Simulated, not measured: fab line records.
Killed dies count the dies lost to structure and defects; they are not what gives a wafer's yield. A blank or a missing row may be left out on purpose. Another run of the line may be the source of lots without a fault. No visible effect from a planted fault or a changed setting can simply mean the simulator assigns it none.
fab line records	flow nandHarc
record lots=6	wafers=18	lastDay=32
route steps=1302 shown A_SLIT@946 A_SIN_REMOVE@947 A_WL_FILL@952
lots that met no fault: from a run of the same line without faults
startH: start of the lot's first displayed wafer, in hours after the record's first day	waitH: time in hours since the lot's previous step	" unchanged from the row above	L1.1+2: several wafers, shown together as one row	- no value, or no start given	* or withheld: withheld	< > ~ a bound
route shown NAME@n: a module of which the file shows steps, and the number in the route of the first	usual: mean/standard deviation taken from wafers without a fault	same: alike in all rows	chamber/n: place in a boat	sites: each site's reading	_std_site: how widely they spread, as a standard deviation	_edge_site: outer sites' mean less inner sites'	radiusMm: for every site, how far away it sits from the centre of the wafer	mask NAME#n: copy n	behind: the last tool/chamber to shape the wafer	hold: what put the lot on hold/how long, in hours/how the hold closed	device: transistor that didn't switch, given as n, p or np	end of line: the tests these same wafers got at the end of their route	for a step that has no rows: nothing shown but its recipe	killed: dies lost to structure and defects at the first sort, not the wafer's yield	map: the dies of a wafer, with x for killed, . for not killed, _ for no die there
set.NAME: the setting that was run; set.NAME@STEP: the one run at that earlier step	model.NAME: the simulator's own value behind a step, which no gauge read
lots seen at some steps along the route; tables by step, rows by wafer
services: a tool's chamber out of use, with start hour (startH, from the record's first day; less than 0 if before it), hours out, and reason
## steps
# step NHARC_A_SLIT_CD_MEAS_21
# usual cdNm=289.7/0.82
lot.wafer	tool	chamber	startH	waitH	cdNm
L593.3	cdSem-02	-	488.29	-	290.6
L593.5	"	-	"	"	290.8
L593.6	"	-	"	"	290.0
L596.3	cdSem-03	-	491.95	-	290.9
L596.4	"	-	"	"	290.1
L596.5	"	-	"	"	291.0
L597.2	cdSem-02	-	511.79	-	289.3
L597.3	"	-	"	"	289.4
L597.6	"	-	"	"	289.8
L599.3	cdSem-03	-	540.94	-	289.4
L599.5	"	-	"	"	290.1
L599.6	"	-	"	"	290.4
L611.1	cdSem-01	-	662.88	-	290.1
L611.4	"	-	"	"	289.3
L611.5	"	-	"	"	289.8
L612.1	cdSem-02	-	662.90	-	290.3
L612.5	"	-	"	"	290.2
L612.6	"	-	"	"	289.4
# step NHARC_A_SIN_REMOVE_WET_00
# recipe tempC=160	timeS=15300	chemistry=H3PO4
# step NHARC_A_SIN_REMOVE_PRECLEAN_01
# recipe timeS=*	tempC=50	bathAgeMin=0	chemistry=SC1
# step NHARC_A_SIN_REMOVE_SRD_02
# step NHARC_A_SIN_REMOVE_INSPECT_04
# usual rawDefectCount=417/99
lot.wafer	tool	chamber	startH	waitH	rawDefectCount
L593.3	defectInspect-02	-	494.87	0.0	449
L593.5	"	-	"	"	580
L593.6	"	-	"	"	463
L596.3	defectInspect-01	-	498.55	0.0	725
L596.4	"	-	"	"	485
L596.5	"	-	"	"	494
L597.2	defectInspect-01	-	518.38	0.0	359
L597.3	"	-	"	"	405
L597.6	"	-	"	"	310
L599.3	defectInspect-02	-	547.53	0.0	529
L599.5	"	-	"	"	507
L599.6	"	-	"	"	461
L612.1	defectInspect-01	-	669.49	0.0	342
L612.5	"	-	"	"	400
L612.6	"	-	"	"	377
L611.1	defectInspect-02	-	669.49	0.0	395
L611.4	"	-	"	"	318
L611.5	"	-	"	"	361
# step NHARC_A_WL_FILL_ALD_00
# recipe targetThkA=30	pulseTimeS=3	aldCycles=30	tempC=300	material=Al2O3
# usual heaterPowerW=468/38	precursorPulseHeightRel=0.998/0.019
# same aldCycles=30
lot.wafer	tool	chamber	startH	waitH	heaterPowerW	precursorPulseHeightRel
L593.3	aldHk-03	0	494.98	0.1	547	0.983
L593.5	"	2	"	"	483	1.028
L593.6	"	3	"	"	426	0.994
L596.4	aldHk-01	0	498.62	0.1	499	1.015
L596.3	"	1	"	"	459	0.986
L596.5	"	1	"	"	462	1.000
L597.3	aldHk-01	2	518.48	0.1	517	0.997
L597.2	"	3	"	"	459	0.999
L597.6	"	2	"	"	521	1.018
L599.3	aldHk-03	1	547.59	0.1	421	1.016
L599.6	"	1	"	"	438	1.014
L599.5	"	2	"	"	476	1.005
L611.1	aldHk-04	1	669.56	0.1	434	0.983
L611.4	"	0	"	"	464	0.983
L611.5	"	1	"	"	422	1.006
L612.1	aldHk-03	2	669.60	0.1	468	1.034
L612.6	"	0	"	"	559	1.009
L612.5	"	1	"	"	414	0.977
# step NHARC_A_WL_FILL_RTA_01
# recipe tempC=1000	timeS=5
# usual lampPowerPct=28.5/1	lamp_zone_7_pct=28.9/1.1	wafer_temp_C_max=1003.3/0.71
lot.wafer	tool	chamber	startH	waitH	lampPowerPct	lamp_zone_7_pct	wafer_temp_C_max
L593.3	rtpAnneal-01	0	495.25	-	29.3	29.8	1002.2
L593.5	"	0	"	"	29.3	29.8	1002.8
L593.6	"	0	"	"	29.3	29.8	1004.1
L596.3	rtpAnneal-02	0	498.95	-	27.2	27.6	1003.3
L596.4	"	0	"	"	27.2	27.6	1003.1
L596.5	"	0	"	"	27.2	27.6	1003.0
L597.2	rtpAnneal-01	0	518.93	-	29.3	29.8	1002.9
L597.3	"	0	"	"	29.3	29.7	1003.1
L597.6	"	0	"	"	29.3	29.7	1002.9
L599.3	rtpAnneal-02	0	547.90	-	27.1	27.6	1002.1
L599.5	"	0	"	"	27.2	27.6	1003.6
L599.6	"	0	"	"	27.2	27.6	1003.1
L612.1	rtpAnneal-02	0	669.81	-	27.2	27.6	1003.3
L612.5	"	0	"	"	27.1	27.6	1003.7
L612.6	"	0	"	"	27.0	27.6	1003.9
L611.1	rtpAnneal-01	0	669.83	-	29.3	29.8	1004.5
L611.4	"	0	"	"	29.3	29.8	1004.1
L611.5	"	0	"	"	29.3	29.8	1002.5
# step NHARC_A_WL_FILL_ALD_02
# recipe targetThkA=20	pulseTimeS=3	aldCycles=100	tempC=450	material=TiN
# usual heaterPowerW=1078/75	precursorPulseHeightRel=1.000/0.02
# same aldCycles=100
lot.wafer	tool	chamber	startH	waitH	heaterPowerW	precursorPulseHeightRel
L593.3	aldMetal-03	2	495.41	0.1	1018	0.958
L593.5	"	2	"	"	1016	0.979
L593.6	"	3	"	"	1008	0.963
L596.3	aldMetal-02	3	499.14	0.2	1172	0.995
L596.4	"	1	"	"	1103	0.988
L596.5	"	2	"	"	1093	0.991
L597.3	aldMetal-01	1	519.12	0.1	1144	1.021
L597.2	"	2	"	"	1132	0.995
L597.6	"	1	"	"	1178	0.965
L599.3	aldMetal-01	0	548.17	0.2	959	1.023
L599.6	"	2	"	"	1088	0.981
L599.5	"	3	"	"	950	0.987
L611.1	aldMetal-03	3	670.04	0.2	1069	0.983
L611.4	"	0	"	"	969	0.975
L611.5	"	3	"	"	1064	0.993
L612.1	aldMetal-02	1	670.13	0.3	1066	0.985
L612.6	"	2	"	"	1109	0.995
L612.5	"	3	"	"	1143	1.022
# step NHARC_A_WL_FILL_CVD_03
# recipe targetThkA=400	tempC=300	pressureTorr=40	wf6FlowSccm=40	h2FlowSccm=1600	arFlowSccm=1560	timeS=279	material=W
# usual heaterPowerW=479/21	throttleValvePct=8.08/0.23
lot.wafer	tool	chamber	startH	waitH	heaterPowerW	throttleValvePct
L593.3	cvdW-01	1	496.28	0.5	509	7.93
L593.6	"	0	"	"	487	8.00
L593.5	"	1	"	"	511	8.04
L596.3	cvdW-02	1	499.65	0.2	503	8.26
L596.4	"	0	"	"	454	8.19
L596.5	"	0	"	"	462	8.65
L597.2	cvdW-01	0	519.56	0.1	472	7.81
L597.3	"	0	"	"	485	7.88
L597.6	"	1	"	"	495	7.95
L599.3	cvdW-02	1	548.94	0.4	493	7.82
L599.5	"	0	"	"	470	8.56
L599.6	"	1	"	"	492	8.23
L612.1	cvdW-01	1	670.46	0.1	495	8.12
L612.6	"	1	"	"	494	7.66
L612.5	"	0	"	"	450	7.97
L611.1	cvdW-02	0	670.53	0.1	486	8.08
L611.4	"	0	"	"	460	8.37
L611.5	"	1	"	"	475	8.31
# step NHARC_A_WL_FILL_ETCHBACK_04
# recipe targetDepthA=600	timeS=120	chemistry=NF3
# step NHARC_A_WL_FILL_ETCHBACK_05
# recipe targetDepthA=220	timeS=60	tempC=40	chemistry=Cl2/BCl3
# usual chamberPressureMTorr=10.001/0.009	drypumpMotorCurrentA=5.8/0.34	oesProductAu=1.000/0.0064
lot.wafer	tool	chamber	startH	waitH	chamberPressureMTorr	drypumpMotorCurrentA	oesProductAu	rfHoursCounterH
L593.3	rieMetal-03	1	496.77	0.2	10.000	6.5	1.000	-
L593.5	"	1	"	"	9.996	6.5	1.001	-
L593.6	"	0	"	"	10.002	5.7	0.995	-
L596.3	rieMetal-02	1	500.19	0.1	-	-	-	-
L596.4	"	0	"	"	-	-	-	-
L596.5	"	0	"	"	-	-	-	-
L597.2	rieMetal-01	1	520.17	0.2	-	-	-	-
L597.3	"	0	"	"	-	-	-	-
L597.6	"	0	"	"	-	-	-	-
L599.3	rieMetal-02	0	549.45	0.1	9.987	5.5	0.994	-
L599.6	"	0	"	"	9.996	5.4	1.009	-
L599.5	"	1	"	"	10.016	5.6	0.999	-
L612.1	rieMetal-03	1	671.09	0.2	10.006	6.5	1.007	2.3
L612.5	"	0	"	"	10.009	5.7	0.995	-
L612.6	"	1	"	"	9.987	6.5	1.000	-
L611.1	rieMetal-01	0	671.11	0.2	9.981	5.8	1.009	1.6
L611.4	"	0	"	"	9.998	5.8	1.003	-
L611.5	"	0	"	"	10.000	5.8	0.998	-
# step NHARC_A_WL_FILL_STRIP_27
# recipe powerW=1500	tempC=250	timeS=20	chemistry=N2/H2
# usual drypumpMotorCurrentA=5.8/0.38	heaterPowerW=348/45
lot.wafer	tool	chamber	startH	waitH	drypumpMotorCurrentA	heaterPowerW	rfHoursCounterH
L593.3	plasmaAsher-02	1	496.95	0.2	6.5	282	-
L593.5	"	0	"	"	5.7	311	-
L593.6	"	1	"	"	6.5	270	-
L596.4	plasmaAsher-02	0	500.35	0.1	5.6	324	-
L596.3	"	1	"	"	6.5	275	-
L596.5	"	0	"	"	5.7	320	-
L597.2	plasmaAsher-02	1	520.40	0.2	6.5	277	17
L597.3	"	0	"	"	5.7	318	-
L597.6	"	1	"	"	6.5	279	-
L599.3	plasmaAsher-01	1	549.63	0.2	5.4	385	-
L599.6	"	0	"	"	5.8	355	-
L599.5	"	1	"	"	5.5	387	-
L612.1	plasmaAsher-01	1	671.22	0.1	5.4	398	29
L612.6	"	1	"	"	5.4	390	-
L612.5	"	0	"	"	5.8	359	-
L611.1	plasmaAsher-01	0	671.35	0.2	5.9	367	29
L611.4	"	1	"	"	5.5	403	-
L611.5	"	0	"	"	5.9	357	-
## services
tool	chamber	startH	hours	kind
plasmaAsher-01	-	519.00	9.0	pm
plasmaAsher-01	0	519.00	9.0	ventCycle
rieMetal-03	-	519.00	9.0	pm
aldMetal-03	-	520.53	2.3	repair
aldMetal-01	-	526.00	10.0	pm
aldMetal-01	1	540.69	10.3	repair
cvdW-01	-	547.36	13.0	pm
aldHk-03	-	550.03	3.1	repair
aldHk-01	-	552.15	0.6	repair
rieMetal-02	1	563.79	7.0	repair
aldHk-03	-	568.00	10.0	pm
aldMetal-03	-	568.00	10.0	pm
rieMetal-01	-	575.11	9.0	pm
plasmaAsher-02	-	585.82	4.3	repair
plasmaAsher-01	-	594.24	2.0	repair
plasmaAsher-02	-	603.60	9.0	pm
aldMetal-03	1	606.23	3.4	repair
aldMetal-02	-	610.00	10.0	pm
aldHk-04	-	614.01	10.0	pm
aldHk-03	-	622.27	1.3	repair
aldMetal-02	1	625.65	27.6	repair
rieMetal-01	0	630.73	3.7	repair
rieMetal-02	-	631.00	9.0	pm
cvdW-02	-	631.16	13.0	pm
## key
firstSign step=NHARC_A_WL_FILL_ETCHBACK_05	reading=toolRecord	direction=missing
effect none on later readings
metAt NHARC_A_WL_FILL_ETCHBACK_05
struckWafers L596.3,L596.4,L596.5,L597.2,L597.3,L597.6
laterRowsLeftOut L596.3,L596.4,L596.5,L597.2,L597.3,L597.6
sortLeftOut L596.3,L596.4,L596.5,L597.2,L597.3,L597.6
testerLeftOut L596,L597
fault kind=skippedStepWhole	tool=rieMetal-01,rieMetal-02	chamber=-	onsetH=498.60	steps=NHARC_A_WL_FILL_ETCHBACK_05	scope=struckLotsOnly
# testerLeftOut: of these lots the tester's yield and bins aren't shown, on N5 and GAA mostly nor the transistor test; their killed dies are dies lost to structure and defects alone, not to doping, threshold or leakage, so they don't give the yield
# sortLeftOut: the simulated sort isn't trusted on such a fault, so these wafers' sort isn't shown, and their yield isn't known
# laterRowsLeftOut: the simulator's readings of these wafers behind a module that went badly wrong aren't trusted and aren't shown, but for the sort
